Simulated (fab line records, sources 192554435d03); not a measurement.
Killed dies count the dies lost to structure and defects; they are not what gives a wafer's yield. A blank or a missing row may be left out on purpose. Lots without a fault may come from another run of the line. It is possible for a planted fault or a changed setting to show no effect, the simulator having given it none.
fab line records | flow n5Finfet
record: lots: 6 wafers: 17 lastDay: 18
route steps=1938 shown BEOL_M8@1332
lots that met no fault: taken from a fault-free run of the same line
startH: the number of hours between the record's first day and the start of the first shown wafer of the lot | waitH: hours since the lot's step before | " the same as in the row above | L1.1+2: a single row standing in for several wafers | - no value, or no start given | * or withheld: withheld | < > ~ a bound
route shown NAME@n: names a module that has steps shown in the file, with the first one's number in the route | usual: average and standard deviation across the fault-free wafers | same: alike in all rows | chamber/n: place in a boat | sites: readings site by site | _std_site: standard deviation of those values | _edge_site: mean of outer sites minus mean of inner sites | radiusMm: for every site, how far away it sits from the centre of the wafer | mask NAME#n: copy n | behind: the most recent tool/chamber to have shaped the wafer | hold: reason for holding the lot/hours on hold/outcome of the hold | device: the n, p or np transistor that did not switch | end of line: at the end of the route, the tests of the same wafers | where a step has no rows: the recipe by itself | killed: not the wafer's yield, but the dies lost to structure and defects at the first sort | map: per-die view of a wafer (x killed, . not killed, _ where there is no die)
set.NAME: the setting the step ran with; set.NAME@STEP: the setting that earlier step ran with | model.NAME: the simulator's own value behind a step, which no gauge read
lots seen at some steps along the route; tables by step, rows by wafer
services: when a tool's chamber went out of use (startH, in hours from the record's first day, below 0 if earlier), for how many hours, and the reason
== steps ==
step: N5_BEOL_M8_ILD_DEP_00
recipe: material: SiCOH_lowk targetThkA: 1797.5 tempC: 300 precursor: DEMS/porogen pressureTorr: 5 rfW: 500 timeS: 33.4
usual: heaterPowerW: 343/59 showerheadPlenumPTorr: 5.732/0.011 throttleValvePct: 13.8/0.74
same: timeS: 33.4
columns lot.wafer tool chamber startH waitH heaterPowerW showerheadPlenumPTorr throttleValvePct
L630.3 pecvd-04 1 276.47 0.0 369 5.726 13.3
L630.6 " 2 " " 335 5.717 13.7
L629.1 pecvd-03 1 277.19 0.0 411 5.732 15.3
L629.5 " 0 " " 410 5.722 14.6
L629.6 " 2 " " 278 5.742 13.4
L633.1 pecvd-04 1 280.77 0.0 373 5.723 13.3
L633.2 " 2 " " 276 5.730 13.4
L633.6 " 0 " " 373 5.735 13.0
L644.1 pecvd-04 1 338.67 0.0 357 5.719 13.3
L644.4 " 0 " " 390 5.733 13.0
L644.6 " 1 " " 353 5.739 13.5
L643.2 pecvd-04 1 347.48 0.0 362 5.722 13.5
L643.4 " 1 " " 369 5.711 13.4
L643.5 " 2 " " 324 5.731 13.5
L642.2 pecvd-04 0 368.51 0.0 347 5.744 12.7
L642.4 " 0 " " 348 5.750 12.9
L642.6 " 1 " " 355 5.723 13.4
step: N5_BEOL_M8_CURE_74
recipe: tempC: 385 timeS: 240 ambient: He/Ar material: SiCOH_lowk
usual: lampPowerPct: 52.32/0.05 wafer_temp_C_max: 386.7/0.85
same: timeS: 240
columns lot.wafer tool chamber startH waitH lampPowerPct wafer_temp_C_max
L630.3 uvCure-02 2 276.82 0.3 52.29 386.6
L630.6 " 2 " " 52.34 386.5
L629.1 uvCure-03 1 277.25 0.0 52.31 386.1
L629.5 " 1 " " 52.30 386.4
L629.6 " 1 " " 52.36 385.9
L633.1 uvCure-03 1 280.83 0.0 52.33 386.4
L633.2 " 1 " " 52.29 386.5
L633.6 " 1 " " 52.25 386.4
L644.1 uvCure-03 0 338.73 0.0 52.36 387.6
L644.4 " 0 " " 52.28 388.1
L644.6 " 0 " " 52.42 388.0
L643.2 uvCure-03 0 347.63 0.1 52.37 387.8
L643.4 " 0 " " 52.31 387.8
L643.5 " 0 " " 52.32 387.7
L642.2 uvCure-02 2 368.65 0.1 52.35 386.8
L642.4 " 2 " " 52.30 386.4
L642.6 " 2 " " 52.29 386.8
step: N5_BEOL_M8_THK_MEAS_01
recipe: reads: SiCOH_lowk_of_BEOL_M8_ILD_DEP_00
usual: M8_ILD_THK: 155.5/2.5
columns lot.wafer tool chamber startH waitH M8_ILD_THK[nm]
L630.3 filmMetro-02 - 277.18 0.3 154.2
L630.6 " - " " 153.8
L629.1 filmMetro-01 - 277.76 0.4 152.2
L629.5 " - " " 157.7
L629.6 " - " " 158.2
L633.1 filmMetro-02 - 281.34 0.4 154.9
L633.2 " - " " 152.7
L633.6 " - " " 159.6
L644.1 filmMetro-02 - 339.24 0.4 153.4
L644.4 " - " " 155.8
L644.6 " - " " 155.4
L643.2 filmMetro-02 - 348.06 0.4 151.3
L643.4 " - " " 156.8
L643.5 " - " " 158.3
L642.2 filmMetro-01 - 369.09 0.4 154.9
L642.4 " - " " 157.4
L642.6 " - " " 154.2
step: N5_BEOL_M8_PECVD_70
recipe: material: SiO2 targetThkA: 200 tempC: 400 precursor: TEOS/O2 pressureTorr: 5.5 rfW: 450 teosFlowSccm: 53.8 gas: O2 flowSccm: 3000 timeS: 22.7
usual: heaterPowerW: 780/100 showerheadPlenumPTorr: 8.75/0.042 throttleValvePct: 22.1/1.1
same: timeS: 22.7
columns lot.wafer tool chamber startH waitH heaterPowerW showerheadPlenumPTorr throttleValvePct
L630.3 pecvd-04 0 277.21 0.0 815 8.80 21.0
L630.6 " 1 " " 704 8.70 21.4
L629.1 pecvd-02 0 277.80 0.0 594 8.70 21.9
L629.5 " 2 " " 905 8.83 20.9
L629.6 " 0 " " 600 8.72 22.1
L633.1 pecvd-03 0 281.38 0.0 720 8.70 23.7
L633.2 " 1 " " 877 8.75 24.5
L633.6 " 1 " " 886 8.75 24.6
L644.1 pecvd-02 0 339.28 0.0 580 8.71 22.1
L644.4 " 2 " " 774 8.78 20.9
L644.6 " 0 " " 579 8.71 22.3
L643.2 pecvd-03 2 348.10 0.0 774 8.76 21.9
L643.4 " 1 " " 800 8.77 24.5
L643.5 " 2 " " 777 8.80 22.1
L642.2 pecvd-04 2 369.12 0.0 820 8.74 22.1
L642.4 " 1 " " 796 8.72 21.2
L642.6 " 2 " " 794 8.71 22.3
step: N5_BEOL_M8_HM_DEP_02
recipe: material: TiN targetThkA: 200 tempC: 25 chamberPressurePa: 0.49996
usual: throttleValvePct: 30.0/0.84
columns lot.wafer tool chamber startH waitH throttleValvePct
L630.3 pvdSputter-01 - 279.25 2.0 30.3
L630.6 " - " " 30.3
L629.1 pvdSputter-01 - 279.45 1.6 30.1
L629.5 " - " " 30.4
L629.6 " - " " 29.9
L633.1 pvdSputter-03 - 282.30 0.9 31.1
L633.2 " - " " 28.7
L633.6 " - " " 29.1
L644.1 pvdSputter-02 - 340.45 1.2 30.1
L644.4 " - " " 30.7
L644.6 " - " " 30.0
L643.2 pvdSputter-03 - 350.00 1.9 31.0
L643.4 " - " " 28.8
L643.5 " - " " 29.4
L642.2 pvdSputter-03 - 369.84 0.7 30.9
L642.4 " - " " 29.2
L642.6 " - " " 28.9
step: N5_BEOL_M8_COAT_59
recipe: resist: SOC tempC: 250 timeS: 60 spinRpm: 1500 resistThkNm: 100
step: N5_BEOL_M8_COAT_60
recipe: resist: SiARC tempC: 220 timeS: 60 spinRpm: 1500 resistThkNm: 35
step: N5_BEOL_M8_COAT_05
recipe: resist: CAR-ArF spinRpm: 1500 resistThkNm: 90
step: N5_BEOL_M8_EBR_07
recipe: solvent: PGMEA ebrWidthMm: 1.5
step: N5_BEOL_M8_SOFTBAKE_06
recipe: tempC: 110 timeS: 60 resist: CAR-ArF
step: N5_BEOL_M8_EXPOSE_08
recipe: maskId: M8 na: 1.35 sourceShape: dipole sigmaInner: 0.817 sigmaOuter: 0.97 polarization: te doseMj: 68.25
step: N5_BEOL_M8_PEB_09
recipe: pebTempC: withheld pebTimeS: 60 resist: CAR-ArF
step: N5_BEOL_M8_DEVELOP_10
recipe: developTimeS: 30 developer: TMAH resist: CAR-ArF rinseLiquid: diw dry: airSpin devTempC: 23
usual: chillPlateTempC: 23.01/0.12 developTimeS: 30/0
columns lot.wafer tool chamber startH waitH chillPlateTempC developTimeS model.CAR-ArF_of_BEOL_M8_COAT_05.thkNm
L630.3 lithoTrack-01 0 279.69 - 22.90 30 88.6
L630.6 " 0 " " 23.05 30 88.6
L629.1 lithoTrack-05 - 280.03 - - - 90
L629.5 " - " " - - 90.2
L629.6 " - " " - - 90.2
L633.1 lithoTrack-03 - 282.61 - - - 89.6
L633.2 " - " " - - 90
L633.6 " - " " - - 89.4
L644.1 lithoTrack-03 0 340.89 - 23.01 30 88.4
L644.4 " 0 " " 22.92 30 88.2
L644.6 " 0 " " 22.94 30 88.4
L643.2 lithoTrack-05 0 350.44 - 23.02 30 88
L643.4 " 0 " " 23.20 30 87.8
L643.5 " 0 " " 23.02 30 88
L642.2 lithoTrack-01 0 370.16 - 23.00 30 88.2
L642.4 " 0 " " 22.99 30 88.2
L642.6 " 0 " " 23.06 30 88.2
step: N5_BEOL_M8_CD_MEAS_11
recipe: targetCdNm: 38.5 landingEnergyEv: 500 detector: seInlens polarity: opening
usual: cdNm: 38.4/0.71
columns lot.wafer tool chamber startH waitH cdNm
L630.3 cdSem-03 0 279.75 - 38.4
L630.6 " 0 " " 39.0
L629.1 cdSem-02 0 280.09 - -
L629.5 " 0 " " -
L629.6 " 0 " " -
L633.1 cdSem-03 0 282.67 - -
L633.2 " 0 " " -
L633.6 " 0 " " -
L644.1 cdSem-03 0 340.95 - 39.1
L644.4 " 0 " " 38.5
L644.6 " 0 " " 39.2
L643.2 cdSem-03 0 350.50 - 37.4
L643.4 " 0 " " 38.5
L643.5 " 0 " " 38.0
L642.2 cdSem-02 0 370.21 - 38.8
L642.4 " 0 " " 37.8
L642.6 " 0 " " 37.5
== services ==
columns tool chamber startH hours kind
pecvd-04 - 253.36 2.4 repair
pecvd-02 - 260.38 0.8 repair
lithoTrack-03 - 265.50 - consumableReplace:filter
uvCure-02 - 271.13 1.0 pm
pecvd-03 2 277.72 2.1 scheduledDown
lithoTrack-03 - 289.12 - consumableReplace:filter
pvdSputter-01 - 302.54 1.3 repair
pecvd-03 - 325.45 6.0 pm
uvCure-03 - 329.53 0.7 repair
pvdSputter-01 - 331.05 9.3 repair
uvCure-02 - 339.99 3.4 pm
uvCure-02 - 345.54 7.5 pm
pecvd-02 - 347.99 6.0 pm
uvCure-03 - 350.43 2.8 pm
uvCure-02 - 357.83 5.8 repair
== key ==
firstSign: step: N5_BEOL_M8_DEVELOP_10 reading: toolRecord direction: missing
effect none on later readings
modelEffect: step: N5_BEOL_M8_DEVELOP_10 value: CAR-ArF_of_BEOL_M8_COAT_05.thkNm without: 88.23 struck: 89.9
metAt N5_BEOL_M8_DEVELOP_10
struckWafers L629.1,L629.5,L629.6,L633.1,L633.2,L633.6
laterRowsLeftOut L629.1,L629.5,L629.6,L633.1,L633.2,L633.6
sortLeftOut L629.1,L629.5,L629.6,L633.1,L633.2,L633.6
fault: kind: skippedStepWhole tool: lithoTrack-03,lithoTrack-05 chamber: - onsetH: 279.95 steps: N5_BEOL_M8_DEVELOP_10 scope: struckLotsOnly
sortLeftOut: the simulated sort isn't trusted on such a fault, so these wafers' sort isn't shown, and their yield isn't known
laterRowsLeftOut: the simulator's readings of these wafers behind a module that went badly wrong aren't trusted and aren't shown, but for the sort
